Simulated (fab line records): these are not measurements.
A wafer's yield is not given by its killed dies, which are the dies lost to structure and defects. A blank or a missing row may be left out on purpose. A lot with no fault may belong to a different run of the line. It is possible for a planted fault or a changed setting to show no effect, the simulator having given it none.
fab line records ; flow n5Finfet
[record] lots = 7; wafers = 21
route steps=1938 shown GATE_CUT@490 MOL_CONTACT_COAG@559 BEOL_M0_SAQP@686 BEOL_M1@818 BEOL_M3@974
startH: hours from the record's opening day to when the first of the lot's shown wafers began ; waitH: hours since the lot's step before ; " the same as in the row above ; L1.1+2: one row covering several wafers at once ; - value missing, or start not given ; * or withheld: withheld ; < > ~ a bound
route shown NAME@n: NAME is a module with steps in the file, n the number in the route of the first one ; usual: the fault-free wafers' mean and standard deviation ; same: alike in all rows ; chamber/n: place in a boat ; sites: the reading at each site ; _std_site: their standard deviation ; _edge_site: inner sites' mean taken away from outer sites' mean ; radiusMm: for every site, how far away it sits from the centre of the wafer ; mask NAME#n: copy n ; behind: the tool/chamber that last shaped the wafer ; hold: reason for holding the lot/hours on hold/outcome of the hold ; device: the n, p or np transistor that did not switch ; end of line: at the end of the route, the tests of the same wafers ; step lacking rows: just its recipe ; killed: dies that structure and defects cost at the first sort, which is not the same as the wafer's yield ; map: the dies of a wafer, with x for killed, . for not killed, _ for no die there
set.NAME: the run value of the setting; set.NAME@STEP: its run value at that earlier step ; model.NAME: the simulator's own value behind a step, which no gauge read
lots whose settings were changed on purpose; a table a step, a row a wafer
[[steps]]
[step N5_GATE_CUT_DESCUM_18]
[recipe] chemistry = O2; timeS = 7; sourcePowerW = 50; biasPowerW = 20; pressureMtorr = 20; rfFrequencyHz = 2.712e+07; tempC = 40; resist = CAR-EUV; o2FlowSccm = 225
lot.wafer;tool;chamber;startH;waitH;set.timeS;set.doseMj@GATE_CUT_EXPOSE_10;model.GATE_CUT.cdNm;model.CAR-EUV_of_GATE_CUT_COAT_07.thkNm
L077.4;rieDiel-02;3;99.98;0.0;7;43.25;20.4;26.2
L077.5;rieDiel-02;2;99.98;0.0;7;43.25;20.2;26
L077.6;rieDiel-02;3;99.98;0.0;7;44.48;20.6;26.2
L078.1;rieDiel-06;0;113.13;0.0;7;43.25;19.6;26
L078.4;rieDiel-06;1;113.13;0.0;7;43.25;20;26
L078.5;rieDiel-06;2;113.13;0.0;7;43.25;20.4;26
L080.2;rieDiel-01;2;123.18;0.3;7.529;43.25;19.8;25.8
L080.3;rieDiel-01;2;123.18;0.3;7;43.25;20;26
L080.5;rieDiel-01;3;123.18;0.3;7.529;43.25;20.6;25.8
L084.2;rieDiel-06;2;148.20;0.1;7;40.63;19;26.2
L084.4;rieDiel-06;1;148.20;0.1;6.459;43.25;20.4;26.6
L084.6;rieDiel-06;0;148.20;0.1;7;40.63;18.8;26.4
L087.1;rieDiel-06;2;162.67;0.2;7;43.25;20.6;26
L087.2;rieDiel-06;0;162.67;0.2;6.308;43.25;20.4;26.4
L087.3;rieDiel-06;1;162.67;0.2;6.308;43.25;20.2;26.6
L088.1;rieDiel-06;3;171.82;0.0;6.005;43.25;19.8;26.6
L088.2;rieDiel-06;2;171.82;0.0;7;40.72;18.8;26
L088.6;rieDiel-06;1;171.82;0.0;7;40.72;18.6;26
L094.2;rieDiel-01;2;204.16;0.0;7;41.64;18.8;26
L094.3;rieDiel-01;0;204.16;0.0;8.091;43.25;20.2;25.6
L094.5;rieDiel-01;0;204.16;0.0;8.091;41.64;18.8;25.6
[step N5_GATE_CUT_ETCH_28]
[recipe] chemistry = N2/H2; target = underlayer; targetDepthA = 130; maskMaterial = CAR-EUV; timeS = 10.4; ionEnergyEv = 200; pressureMtorr = 30; sourceW = 840; biasW = 150; n2FlowSccm = 200; h2FlowSccm = 200; ends = cleared
lot.wafer;tool;chamber;startH;waitH;set.doseMj@GATE_CUT_EXPOSE_10;model.GATE_CUT.cdNm
L077.4+5;rieDiel-02;3,2;100.01;0.0;43.25;20.2
L077.6;rieDiel-02;3;100.01;0.0;44.48;20.4
L078.1;rieDiel-06;0;113.16;0.0;43.25;19.6
L078.4+5;rieDiel-06;1,2;113.16;0.0;43.25;20.2
L080.2;rieDiel-01;2;123.24;0.0;43.25;19.8
L080.3;rieDiel-01;2;123.24;0.0;43.25;20
L080.5;rieDiel-01;3;123.24;0.0;43.25;20.4
L084.2;rieDiel-06;2;148.24;0.0;40.63;19
L084.4;rieDiel-06;1;148.24;0.0;43.25;20.6
L084.6;rieDiel-06;0;148.24;0.0;40.63;18.8
L087.1+2+3;rieDiel-06;2,0,1;162.71;0.0;43.25;20.4
L088.1;rieDiel-06;3;171.86;0.0;43.25;20
L088.2+6;rieDiel-06;2,1;171.86;0.0;40.72;18.8
L094.2;rieDiel-01;2;204.19;0.0;41.64;18.6
L094.3;rieDiel-01;0;204.19;0.0;43.25;20.2
L094.5;rieDiel-01;0;204.19;0.0;41.64;18.8
[step N5_GATE_CUT_ETCH_36]
[recipe] chemistry = CF4; target = SiARC; targetDepthA = 130; maskMaterial = CAR-EUV; timeS = 21.7; ionEnergyEv = 80; pressureMtorr = 40; sourceW = 545; biasW = 36; Ar_flow_sccm = 100; cf4FlowSccm = 100; ends = cleared
[step N5_GATE_CUT_ETCH_37]
[recipe] chemistry = N2/H2; target = SOC; targetDepthA = 600; overetchA = 120; maskMaterial = SiARC; tempC = 40; timeS = 90; ionEnergyEv = 200; pressureMtorr = 30; sourceW = 840; biasW = 150; n2FlowSccm = 200; h2FlowSccm = 200
[step N5_GATE_CUT_STRIP_38]
[recipe] chemistry = N2/H2; tempC = 40; n2FlowSccm = 200; h2FlowSccm = 200; rfFrequencyHz = 6e+07
[step N5_GATE_CUT_STRIP_39]
[recipe] chemistry = N2/H2; tempC = 40; n2FlowSccm = 200; h2FlowSccm = 200; rfFrequencyHz = 6e+07
[step N5_GATE_CUT_HM_OPEN_40]
[recipe] chemistry = C4F6/O2; target = SiO2; maskMaterial = SiARC; targetDepthA = 1390; timeS = 85.1; ionEnergyEv = 250; pressureMtorr = 30; sourceW = 345; biasW = 185; Ar_flow_sccm = 300; C4F6_flow_sccm = 10; O2_flow_sccm = 10; ends = cleared
lot.wafer;tool;chamber;startH;waitH;set.doseMj@GATE_CUT_EXPOSE_10;model.GATE_CUT.cdNm
L077.4;rieDiel-02;3;100.14;0.0;43.25;20.4
L077.5;rieDiel-02;2;100.14;0.0;43.25;20.2
L077.6;rieDiel-02;3;100.14;0.0;44.48;20.6
L078.1;rieDiel-06;0;113.29;0.0;43.25;19.4
L078.4;rieDiel-06;1;113.29;0.0;43.25;20
L078.5;rieDiel-06;2;113.29;0.0;43.25;20.4
L080.2;rieDiel-01;2;123.43;0.0;43.25;20.2
L080.3;rieDiel-01;2;123.43;0.0;43.25;20.4
L080.5;rieDiel-01;3;123.43;0.0;43.25;20.6
L084.2;rieDiel-06;2;148.37;0.0;40.63;19.2
L084.4;rieDiel-06;1;148.37;0.0;43.25;20.4
L084.6;rieDiel-06;0;148.37;0.0;40.63;18.6
L087.1;rieDiel-06;2;162.84;0.0;43.25;20.8
L087.2;rieDiel-06;0;162.84;0.0;43.25;20.4
L087.3;rieDiel-06;1;162.84;0.0;43.25;20.2
L088.1;rieDiel-06;3;171.99;0.0;43.25;20.6
L088.2;rieDiel-06;2;171.99;0.0;40.72;19.2
L088.6;rieDiel-06;1;171.99;0.0;40.72;18.8
L094.2;rieDiel-01;2;204.32;0.0;41.64;19
L094.3;rieDiel-01;0;204.32;0.0;43.25;20.2
L094.5;rieDiel-01;0;204.32;0.0;41.64;18.8
[step N5_MOL_CONTACT_COAG_ALD_27]
[recipe] material = SiOC; targetThkA = 170; tempC = 400; aldPrecursorFamily = carbosiloxane; aldCoReactant = H2-plasma; pulseTimeS = 1.5; timeS = 2720; purgeTimeS = 2; coReactantPurgeTimeS = 2; aldCycles = 340; pressureTorr = 2
lot.wafer;tool;chamber;startH;waitH;set.aldCycles;model.SiOC_of_MOL_CONTACT_COAG_ALD_27.thkNm
L077.4;aldSin-02;2;109.57;0.0;340;17
L077.5;aldSin-02;0;109.57;0.0;365;18.4
L077.6;aldSin-02;3;109.57;0.0;340;16.8
L078.1+4;aldSin-04;0,1;124.09;0.0;340;17
L078.5;aldSin-04;3;124.09;0.0;340;17.2
L080.2+5;aldSin-04;2,0;135.86;0.1;340;16.8
L080.3;aldSin-04;0;135.86;0.1;358;17.8
L084.2+6;aldSin-04;2,0;158.42;0.0;340;16.8
L084.4;aldSin-04;3;158.42;0.0;340;17
L087.1+3;aldSin-03;3,0;174.05;0.4;340;17
L087.2;aldSin-03;1;174.05;0.4;310;15.4
L088.1;aldSin-04;1;181.66;0.8;362;17.8
L088.2+6;aldSin-04;2,0;181.66;0.8;340;16.8
L094.2;aldSin-04;3;216.57;0.1;370;18.6
L094.3+5;aldSin-04;0,2;216.57;0.1;340;16.8
[step N5_MOL_CONTACT_COAG_COAT_76]
[recipe] resist = SiARC; tempC = 220; timeS = 60; spinRpm = 1500; resistThkNm = 10
lot.wafer;tool;chamber;startH;waitH;set.spinRpm;model.SiARC_of_MOL_CONTACT_COAG_COAT_76.thkNm
L077.4+5;lithoTrack-04;0;-;-;1435;10.2
L077.6;lithoTrack-04;0;-;-;1500;10
L078.1+4+5;lithoTrack-05;0;-;-;1500;10
L080.2+3+5;lithoTrack-02;0;-;-;1500;10
L084.2+4+6;lithoTrack-02;0;-;-;1500;10
L087.1+2;lithoTrack-05;0;-;-;1500;10
L087.3;lithoTrack-05;0;-;-;1549;9.8
L088.1+2+6;lithoTrack-05;0;-;-;1500;10
L094.2+5;lithoTrack-05;0;-;-;1379;10.4
L094.3;lithoTrack-05;0;-;-;1500;10
[step N5_MOL_CONTACT_COAG_COAT_77]
[recipe] resist = underlayer; tempC = 205; timeS = 60; spinRpm = 1500; resistThkNm = 10
[step N5_MOL_CONTACT_COAG_COAT_78]
[recipe] resist = CAR-EUV; spinRpm = 1500; resistThkNm = 40
[step N5_MOL_CONTACT_COAG_DESCUM_88]
[recipe] chemistry = O2; timeS = 7; sourcePowerW = 50; biasPowerW = 20; pressureMtorr = 20; rfFrequencyHz = 2.712e+07; tempC = 40; resist = CAR-EUV; o2FlowSccm = 225
[step N5_MOL_CONTACT_COAG_ETCH_89]
[recipe] chemistry = N2/H2; target = underlayer; targetDepthA = 130; maskMaterial = CAR-EUV; timeS = 10.4; ionEnergyEv = 200; pressureMtorr = 30; sourceW = 840; biasW = 150; n2FlowSccm = 200; h2FlowSccm = 200; ends = cleared
[step N5_MOL_CONTACT_COAG_ETCH_90]
[recipe] chemistry = CF4; target = SiARC; targetDepthA = 130; maskMaterial = CAR-EUV; timeS = 21.7; ionEnergyEv = 80; pressureMtorr = 40; sourceW = 545; biasW = 36; Ar_flow_sccm = 100; cf4FlowSccm = 100; ends = cleared
lot.wafer;tool;chamber;startH;waitH;set.spinRpm@MOL_CONTACT_COAG_COAT_76;model.etch.depthNm
L077.4;rieDiel-03;0;114.58;0.0;1435;10.24
L077.5;rieDiel-03;2;114.58;0.0;1435;10.23
L077.6;rieDiel-03;3;114.58;0.0;1500;10.02
L078.1;rieDiel-05;1;127.13;0.0;1500;10.02
L078.4;rieDiel-05;1;127.13;0.0;1500;10.01
L078.5;rieDiel-05;0;127.13;0.0;1500;10.03
L080.2;rieDiel-05;3;139.63;0.0;1500;10.03
L080.3;rieDiel-05;2;139.63;0.0;1500;10.05
L080.5;rieDiel-05;1;139.63;0.0;1500;9.987
L084.2;rieDiel-04;3;161.55;0.0;1500;9.992
L084.4;rieDiel-04;2;161.55;0.0;1500;9.998
L084.6;rieDiel-04;3;161.55;0.0;1500;10.02
L087.1;rieDiel-04;2;176.97;0.0;1500;9.941
L087.2;rieDiel-04;3;176.97;0.0;1500;9.95
L087.3;rieDiel-04;0;176.97;0.0;1549;9.794
L088.1;rieDiel-05;3;184.60;0.0;1500;10.01
L088.2;rieDiel-05;0;184.60;0.0;1500;10
L088.6;rieDiel-05;1;184.60;0.0;1500;9.989
L094.2;rieDiel-05;2;219.58;0.0;1379;10.44
L094.3;rieDiel-05;0;219.58;0.0;1500;9.979
L094.5;rieDiel-05;0;219.58;0.0;1379;10.45
[step N5_BEOL_M0_SAQP_EXPOSE_37]
[recipe] maskId = M0_CUT1; na = 0.33; sourceShape = annular; sigmaInner = 0.35; sigmaOuter = 0.8; polarization = unpolarized; targetCdNm = 30; doseMj = 44.75
lot.wafer;tool;chamber;startH;waitH;mask;set.doseMj
L077.4;euvScanner-02;0;127.80;-;M0_CUT1#0;46.92
L077.5+6;euvScanner-02;0;127.80;-;M0_CUT1#0;44.75
L078.1+4+5;euvScanner-01;0;140.65;-;M0_CUT1#0;44.75
L080.2;euvScanner-02;0;199.80;-;M0_CUT1#0;44.75
L080.3+5;euvScanner-02;0;199.80;-;M0_CUT1#0;46.05
L084.2+4;euvScanner-01;0;202.90;-;M0_CUT1#0;44.75
L084.6;euvScanner-01;0;202.90;-;M0_CUT1#0;42.62
L087.1;euvScanner-01;0;204.27;-;M0_CUT1#0;45.62
L087.2+3;euvScanner-01;0;204.27;-;M0_CUT1#0;44.75
L088.1+6;euvScanner-02;0;204.69;-;M0_CUT1#0;42.12
L088.2;euvScanner-02;0;204.69;-;M0_CUT1#0;44.75
L094.2+3;euvScanner-02;0;231.83;-;M0_CUT1#0;44.75
L094.5;euvScanner-02;0;231.83;-;M0_CUT1#0;42.79
[step N5_BEOL_M0_SAQP_PEB_38]
[recipe] pebTempC = 100; pebTimeS = 60; resist = CAR-EUV
[step N5_BEOL_M0_SAQP_DEVELOP_39]
[recipe] developTimeS = 30; developer = TMAH; resist = CAR-EUV; rinseLiquid = surfactantRinse; dry = airSpin; devTempC = 23
[step N5_BEOL_M0_SAQP_CD_MEAS_40]
[recipe] targetCdNm = 30; landingEnergyEv = 500; detector = seInlens
[usual] cdNm = 29.96/0.28
lot.wafer;tool;chamber;startH;waitH;set.doseMj@BEOL_M0_SAQP_EXPOSE_37;cdNm
L077.4;cdSem-01;0;127.92;-;46.92;31.35
L077.5;cdSem-01;0;127.92;-;44.75;29.97
L077.6;cdSem-01;0;127.92;-;44.75;29.84
L078.1;cdSem-01;0;140.78;-;44.75;30.23
L078.4;cdSem-01;0;140.78;-;44.75;30.19
L078.5;cdSem-01;0;140.78;-;44.75;29.88
L080.2;cdSem-02;0;199.92;-;44.75;29.98
L080.3;cdSem-02;0;199.92;-;46.05;30.57
L080.5;cdSem-02;0;199.92;-;46.05;30.79
L084.2;cdSem-01;0;203.03;-;44.75;30.15
L084.4;cdSem-01;0;203.03;-;44.75;30.18
L084.6;cdSem-01;0;203.03;-;42.62;28.95
L087.1;cdSem-02;0;204.40;-;45.62;30.26
L087.2;cdSem-02;0;204.40;-;44.75;29.58
L087.3;cdSem-02;0;204.40;-;44.75;29.18
L088.1;cdSem-02;0;204.83;-;42.12;28.39
L088.2;cdSem-02;0;204.83;-;44.75;29.79
L088.6;cdSem-02;0;204.83;-;42.12;28.64
L094.2;cdSem-03;0;231.96;-;44.75;30.10
L094.3;cdSem-03;0;231.96;-;44.75;29.60
L094.5;cdSem-03;0;231.96;-;42.79;28.98
[step N5_BEOL_M0_SAQP_DESCUM_45]
[recipe] chemistry = O2; timeS = 7; sourcePowerW = 50; biasPowerW = 20; pressureMtorr = 20; rfFrequencyHz = 2.712e+07; tempC = 40; resist = CAR-EUV; o2FlowSccm = 225
lot.wafer;tool;chamber;startH;waitH;set.timeS;set.doseMj@BEOL_M0_SAQP_EXPOSE_37;model.CAR-EUV_of_BEOL_M0_SAQP_COAT_34.thkNm;model.BEOL_M0_SAQP.cdNm
L077.4;rieDiel-02;3;128.66;0.7;8.505;46.92;25.4;31
L077.5;rieDiel-02;2;128.66;0.7;8.505;44.75;25.4;30
L077.6;rieDiel-02;1;128.66;0.7;7;44.75;26;30
L078.1+4+5;rieDiel-02;0,2,3;140.90;0.0;7;44.75;26;30
L080.2;rieDiel-01;0;200.05;0.0;7.604;44.75;25.6;30
L080.3;rieDiel-01;1;200.05;0.0;7;46.05;26;30.6
L080.5;rieDiel-01;0;200.05;0.0;7.604;46.05;25.6;30.6
L084.2;rieDiel-06;3;203.15;0.0;7;44.75;26;30.2
L084.4;rieDiel-06;1;203.15;0.0;8.396;44.75;25.4;30
L084.6;rieDiel-06;2;203.15;0.0;8.396;42.62;25.2;29.2
L087.1;rieDiel-06;3;204.78;0.3;7;45.62;25.8;30
L087.2;rieDiel-06;1;204.78;0.3;7;44.75;26;29.4
L087.3;rieDiel-06;0;204.78;0.3;7;44.75;26.2;29.8
L088.1;rieDiel-02;0;205.15;0.2;7;42.12;26;28.8
L088.2;rieDiel-02;3;205.15;0.2;7;44.75;26;29.8
L088.6;rieDiel-02;0;205.15;0.2;7.676;42.12;25.6;28.8
L094.2;rieDiel-06;1;232.90;0.8;7;44.75;26;30.2
L094.3;rieDiel-06;3;232.90;0.8;7;44.75;26;29.8
L094.5;rieDiel-06;2;232.90;0.8;5.84;42.79;26.6;29
[step N5_BEOL_M0_SAQP_ETCH_88]
[recipe] chemistry = N2/H2; target = underlayer; targetDepthA = 65; timeS = 5.2; ionEnergyEv = 200; maskMaterial = CAR-EUV; pressureMtorr = 30; sourceW = 840; biasW = 150; n2FlowSccm = 200; h2FlowSccm = 200; ends = cleared
lot.wafer;tool;chamber;startH;waitH;set.doseMj@BEOL_M0_SAQP_EXPOSE_37;model.BEOL_M0_SAQP.cdNm
L077.4;rieDiel-02;3;128.69;0.0;46.92;31.2
L077.5+6;rieDiel-02;2,1;128.69;0.0;44.75;30
L078.1+4;rieDiel-02;0,2;140.94;0.0;44.75;29.8
L078.5;rieDiel-02;3;140.94;0.0;44.75;30.2
L080.2;rieDiel-01;0;200.08;0.0;44.75;30.2
L080.3;rieDiel-01;1;200.08;0.0;46.05;30.4
L080.5;rieDiel-01;0;200.08;0.0;46.05;30.6
L084.2;rieDiel-06;3;203.18;0.0;44.75;30.2
L084.4;rieDiel-06;1;203.18;0.0;44.75;30
L084.6;rieDiel-06;2;203.18;0.0;42.62;29.2
L087.1;rieDiel-06;3;204.81;0.0;45.62;30
L087.2;rieDiel-06;1;204.81;0.0;44.75;29.4
L087.3;rieDiel-06;0;204.81;0.0;44.75;29.8
L088.1;rieDiel-02;0;205.19;0.0;42.12;28.8
L088.2;rieDiel-02;3;205.19;0.0;44.75;30
L088.6;rieDiel-02;0;205.19;0.0;42.12;28.6
L094.2;rieDiel-06;1;232.93;0.0;44.75;30
L094.3;rieDiel-06;3;232.93;0.0;44.75;29.8
L094.5;rieDiel-06;2;232.93;0.0;42.79;28.8
[step N5_BEOL_M0_SAQP_ETCH_73]
[recipe] chemistry = CF4; target = SiARC; targetDepthA = 195; maskMaterial = CAR-EUV; timeS = 32.5; ionEnergyEv = 80; pressureMtorr = 40; sourceW = 545; biasW = 36; Ar_flow_sccm = 100; cf4FlowSccm = 100; ends = cleared
lot.wafer;tool;chamber;startH;waitH;set.doseMj@BEOL_M0_SAQP_EXPOSE_37;model.BEOL_M0_SAQP.cdNm
L077.4;rieDiel-02;3;128.71;0.0;46.92;31.4
L077.5+6;rieDiel-02;2,1;128.71;0.0;44.75;30
L078.1;rieDiel-02;0;140.95;0.0;44.75;30
L078.4;rieDiel-02;2;140.95;0.0;44.75;29.8
L078.5;rieDiel-02;3;140.95;0.0;44.75;30.4
L080.2;rieDiel-01;0;200.10;0.0;44.75;30.2
L080.3;rieDiel-01;1;200.10;0.0;46.05;30.6
L080.5;rieDiel-01;0;200.10;0.0;46.05;30.8
L084.2;rieDiel-06;3;203.20;0.0;44.75;30.2
L084.4;rieDiel-06;1;203.20;0.0;44.75;30
L084.6;rieDiel-06;2;203.20;0.0;42.62;29
L087.1;rieDiel-06;3;204.83;0.0;45.62;30.2
L087.2;rieDiel-06;1;204.83;0.0;44.75;29.4
L087.3;rieDiel-06;0;204.83;0.0;44.75;29.8
L088.1+6;rieDiel-02;0;205.20;0.0;42.12;28.8
L088.2;rieDiel-02;3;205.20;0.0;44.75;30.2
L094.2+3;rieDiel-06;1,3;232.95;0.0;44.75;30
L094.5;rieDiel-06;2;232.95;0.0;42.79;28.6
[step N5_BEOL_M1_SPUTTER_81]
[recipe] material = Cu; targetThkA = 45; tempC = -20; chamberPressurePa = 0.07; powerW = withheld; timeS = 8.29
lot.wafer;tool;chamber;startH;waitH;set.timeS;model.Cu_of_BEOL_M1_SPUTTER_81.thkNm
L077.4+6;pvdSputter-01;-;142.33;0.1;8.29;4.6
L077.5;pvdSputter-01;-;142.33;0.1;9.426;5
L078.1+4+5;pvdSputter-03;-;160.23;0.1;8.29;4.6
L080.2+3+5;pvdSputter-01;-;208.84;0.1;7.5;-
L084.2+4+6;pvdSputter-03;-;212.25;0.1;8.29;4.6
L087.1;pvdSputter-03;-;217.75;0.1;8.724;-
L087.2;pvdSputter-03;-;217.75;0.1;8.724;4.8
L087.3;pvdSputter-03;-;217.75;0.1;8.29;4.6
L088.1;pvdSputter-02;-;217.89;0.1;8.29;4.4
L088.2;pvdSputter-02;-;217.89;0.1;7.839;4
L088.6;pvdSputter-02;-;217.89;0.1;7.839;-
L094.2;pvdSputter-03;-;248.44;0.1;8.862;5
L094.3;pvdSputter-03;-;248.44;0.1;8.862;5.2
L094.5;pvdSputter-03;-;248.44;0.1;8.29;4.6
[step N5_BEOL_M3_ETCH_70]
[recipe] chemistry = N2/H2; target = SOC; targetDepthA = 800; overetchA = 160; maskMaterial = SiARC; tempC = 40; timeS = 120; ionEnergyEv = 200; pressureMtorr = 30; sourceW = 840; biasW = 150; n2FlowSccm = 200; h2FlowSccm = 200
[usual] rfVppV = 524.8/2.8
lot.wafer;tool;chamber;startH;waitH;set.sourceW;rfVppV
L077.4;rieDiel-02;3;159.37;0.0;742.9;539.1
L077.5;rieDiel-02;1;159.37;0.0;742.9;546.3
L077.6;rieDiel-02;2;159.37;0.0;742.9;550.7
L078.1;rieDiel-01;1;174.33;0.0;840;526.1
L078.4;rieDiel-01;2;174.33;0.0;840;527.9
L078.5;rieDiel-01;1;174.33;0.0;840;526.1
L080.2;rieDiel-06;1;225.21;0.0;840;526.8
L080.3;rieDiel-06;2;225.21;0.0;937.4;505.8
L080.5;rieDiel-06;3;225.21;0.0;840;522.1
L084.2;rieDiel-06;3;230.90;0.0;840;521.2
L084.4;rieDiel-06;3;230.90;0.0;772;537.6
L084.6;rieDiel-06;3;230.90;0.0;772;538.4
L087.1;rieDiel-06;1;236.81;0.0;774.6;542.0
L087.2;rieDiel-06;0;236.81;0.0;840;521.0
L087.3;rieDiel-06;3;236.81;0.0;774.6;535.6
L088.1;rieDiel-01;1;237.64;0.0;727;550.9
L088.2;rieDiel-01;3;237.64;0.0;840;524.5
L088.6;rieDiel-01;2;237.64;0.0;727;551.5
L094.2;rieDiel-01;2;279.52;0.0;789.1;536.6
L094.3;rieDiel-01;1;279.52;0.0;840;525.4
L094.5;rieDiel-01;0;279.52;0.0;840;522.4
[step N5_BEOL_M3_ETCH_41]
[recipe] chemistry = CH3F/O2; target = SiCN; targetDepthA = 299; taperDeg = 2; timeS = 52.5; ionEnergyEv = 120; maskMaterial = TiN; pressureMtorr = 30; sourceW = 395; biasW = 75; Ar_flow_sccm = 150; CH3F_flow_sccm = 30; O2_flow_sccm = 20
lot.wafer;tool;chamber;startH;waitH;set.targetDepthA;model.etch.depthNm
L077.4;rieDiel-02;3;-;-;275.2;18.5
L077.5;rieDiel-02;1;-;-;275.2;18.48
L077.6;rieDiel-02;2;-;-;299;20.15
L078.1;rieDiel-01;1;-;-;299;19.68
L078.4;rieDiel-01;2;-;-;299;20.27
L078.5;rieDiel-01;1;-;-;299;19.65
L080.2;rieDiel-06;1;-;-;299;20.05
L080.3;rieDiel-06;2;-;-;299;20.21
L080.5;rieDiel-06;3;-;-;299;20.38
L084.2+6;rieDiel-06;3;-;-;267;18.26
L084.4;rieDiel-06;3;-;-;299;20.32
L087.1;rieDiel-06;1;-;-;299;20.35
L087.2;rieDiel-06;0;-;-;299;20.81
L087.3;rieDiel-06;3;-;-;270.2;18.4
L088.1;rieDiel-01;1;-;-;299;19.55
L088.2;rieDiel-01;3;-;-;299;19.72
L088.6;rieDiel-01;2;-;-;329.8;21.86
L094.2;rieDiel-01;2;-;-;299;19.84
L094.3;rieDiel-01;1;-;-;299;19.04
L094.5;rieDiel-01;0;-;-;299;19.94
[[key]]
[split] step = N5_GATE_CUT_DESCUM_18; setting = timeS; stated = 7; by = wafer
[response] step = N5_GATE_CUT_DESCUM_18; reading = model.CAR-EUV_of_GATE_CUT_COAT_07.thkNm; change = -0.0357; per = 1%; r = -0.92
[split] step = N5_MOL_CONTACT_COAG_ALD_27; setting = aldCycles; stated = 340; by = wafer
[response] step = N5_MOL_CONTACT_COAG_ALD_27; reading = model.SiOC_of_MOL_CONTACT_COAG_ALD_27.thkNm; change = +0.189; per = 1%; r = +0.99
[split] step = N5_MOL_CONTACT_COAG_COAT_76; setting = spinRpm; stated = 1500; by = wafer
[response] step = N5_MOL_CONTACT_COAG_COAT_76; reading = model.SiARC_of_MOL_CONTACT_COAG_COAT_76.thkNm; change = -0.0502; per = 1%; r = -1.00
[response] step = N5_MOL_CONTACT_COAG_ETCH_90; reading = model.etch.depthNm; change = -0.0544; per = 1%; r = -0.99
[split] step = N5_BEOL_M0_SAQP_EXPOSE_37; setting = doseMj; stated = 44.75; by = wafer
[response] step = N5_BEOL_M0_SAQP_CD_MEAS_40; reading = cdNm; change = +0.248; per = 1%; r = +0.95
[response] step = N5_BEOL_M0_SAQP_DESCUM_45; reading = model.BEOL_M0_SAQP.cdNm; change = +0.195; per = 1%; r = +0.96
[response] step = N5_BEOL_M0_SAQP_ETCH_88; reading = model.BEOL_M0_SAQP.cdNm; change = +0.216; per = 1%; r = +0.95
[response] step = N5_BEOL_M0_SAQP_ETCH_73; reading = model.BEOL_M0_SAQP.cdNm; change = +0.259; per = 1%; r = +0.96
[split] step = N5_BEOL_M0_SAQP_DESCUM_45; setting = timeS; stated = 7; by = wafer
[response] step = N5_BEOL_M0_SAQP_DESCUM_45; reading = model.CAR-EUV_of_BEOL_M0_SAQP_COAT_34.thkNm; change = -0.0339; per = 1%; r = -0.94
[split] step = N5_BEOL_M1_SPUTTER_81; setting = timeS; stated = 8.29; by = wafer
[response] step = N5_BEOL_M1_SPUTTER_81; reading = model.Cu_of_BEOL_M1_SPUTTER_81.thkNm; change = +0.0408; per = 1%; r = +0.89
[split] step = N5_BEOL_M3_ETCH_70; setting = sourceW; stated = 840; by = wafer
[response] step = N5_BEOL_M3_ETCH_70; reading = rfVppV; change = -1.94; per = 1%; r = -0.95
[split] step = N5_BEOL_M3_ETCH_41; setting = targetDepthA; stated = 299; by = wafer
[response] step = N5_BEOL_M3_ETCH_41; reading = model.etch.depthNm; change = +0.21; per = 1%; r = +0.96
split outsideThisFile step=N5_GATE_CUT_EXPOSE_10 setting=doseMj
// split outsideThisFile: this setting was split too, and the file shows its column; the key of that split is in another file
